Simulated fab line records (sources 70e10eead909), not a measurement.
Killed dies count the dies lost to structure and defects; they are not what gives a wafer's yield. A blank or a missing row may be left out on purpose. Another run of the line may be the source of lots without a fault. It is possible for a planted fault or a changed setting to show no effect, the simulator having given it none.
Matching of chambers	flow nand harc	NHARC_A_M0_DEP_32 on pecvd-04 has 3 sister chambers
The step deposits SiCN, target thk 30 nm. 3 wafers are shown with their chamber, then 11 later ones without.

## WAFERS WITH THEIR CHAMBER
wafer	chamber	showerhead vpp V (V)
L082.4	0	1419
L084.2	2	1278
L087.2	1	1316

## WAFERS WITHOUT THEIR CHAMBER
wafer	showerhead vpp V (V)
L087.4	1436
L087.5	1252
L092.1	1320
L092.5	1332
L092.6	1282
L095.3	1285
L095.5	1287
L095.6	1453
L097.2	1312
L097.3	1295
L097.4	1338

## CHAMBER TAKEN BY EACH
wafer	from the rows above	in truth
L087.4	0	0
L087.5	2	2
L092.1	1	1
L092.5	1	1
L092.6	can't be placed: 2 or 1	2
L095.3	can't be placed: 2 or 1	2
L095.5	can't be placed: 2 or 1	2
L095.6	0	0
L097.2	can't be placed: 1 or 2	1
L097.3	can't be placed: 2 or 1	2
L097.4	1	1
Correct placement for 6 of the 11. These rows do not allow placing 5 (true chamber among the candidates in 5). Number placed wrongly: 0.
How it was worked out, from the rows above alone: a wafer's distance from a chamber is the root of the sum, over the readings, of the square of ((its reading less the chamber's mean) divided by the reading's scatter). The wafer belongs to the nearest chamber; if the next one is less than 2 further off, it can't be placed. Each chamber's mean is taken over the wafers shown for it. The scatter: root of mean squared gap, hidden wafer to nearest shown wafer, with one shown wafer a chamber.
